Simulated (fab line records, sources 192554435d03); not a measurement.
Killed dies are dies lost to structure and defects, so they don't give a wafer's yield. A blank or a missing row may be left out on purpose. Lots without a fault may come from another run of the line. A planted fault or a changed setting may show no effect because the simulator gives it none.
Problem report in the 8D (eight disciplines) form, filled by code | flow n5_finfet | the parts of the form that need people (team, actions taken, sign-off) are left out

1. THE PROBLEM
plate_temp_C at N5_DUMMY_GATE_COAT_28 reads a mean of 197.70 C on 6 wafers of 2 lots; wafers without a fault read 204.99 C with a standard deviation of 0.15. That is -49 standard deviations from the usual mean.
The step: time 60 s, resist thk 10 nm.
First seen on wafer L196.1, day 4 22:32, on litho_track-03. The record holds 30 wafers of 10 lots with a number at this step. Rule for "out", or "out of limits": more than 4 standard deviations from the usual mean. The other wafers with a number count as sound.

2. WHAT IT IS AND WHAT IT IS NOT
question                    | is                                 | is not
which readings at this step | plate_temp_C, heater_power_total_W | -
which lots                  | L196, L197                         | L188, L189, L191, L204, L206, L207, L208, L209
which wafers of those lots  | all that have a number             | -
read on which tools         | litho_track-03                     | litho_track-02, litho_track-05
when                        | from day 4 22:32                   | up to then (9 sound wafers); but 15 sound wafers of L204, L206, L207, L208, L209 came after

3. SUSPECTS, AND WHAT RULES EACH OUT
Counting: a tool at a process step up to the reading stays a suspect if it ran every lot that is out and no sound lot after the first of them.
- ald_sin-03 at N5_STI_FIN_REVEAL_ALD_14 (deposits Si3N4, target thk 3 nm): ruled out as a lasting fault. Sound lots L204, L209 ran on it after its first lot that is out, L196 (day 4 03:37).
- litho_track-03 at N5_DUMMY_GATE_COAT_28 (time 60 s, resist thk 10 nm): ruled out as a lasting fault. Sound lots L209 ran on it after its first lot that is out, L196 (day 4 22:32).
Left after counting: nothing in the record.

4. THE CAUSE (what the simulator had put in)
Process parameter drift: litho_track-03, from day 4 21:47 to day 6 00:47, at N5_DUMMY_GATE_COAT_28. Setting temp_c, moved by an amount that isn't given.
Counting ruled it out, wrongly.

5. THE CHAIN OF EFFECTS, in route order
Each row: a reading whose mean over the struck wafers that have a number lies more than 3 standard deviations from the usual. Only readings for which the record gives a usual standard deviation are gone through. hours: the time from each lot's start at the first step in this table that gives one to its start at this step, as a median over the lots. sigmas: the change in usual standard deviations.
hours | step                  | reading              | usual    | on struck wafers | change | sigmas
0     | N5_DUMMY_GATE_COAT_28 | heater_power_total_W | 391.9 W  | 374.1            | -17.8  | -14
0     | N5_DUMMY_GATE_COAT_28 | plate_temp_C         | 204.99 C | 197.70           | -7.29  | -49
The process steps in it:
- N5_DUMMY_GATE_COAT_28: time 60 s, resist thk 10 nm.
Later measuring or inspecting steps at which every struck wafer that the step has a row for has a number for every such reading, and none has moved that far: N5_DUMMY_GATE_OVL_MEAS_16, N5_BEOL_M4_RC_MEAS_101.

6. WHAT WOULD HAVE CAUGHT IT SOONER
In this record the first reading out of limits was taken at day 4 22:32, 1 hour after the fault began at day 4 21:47.
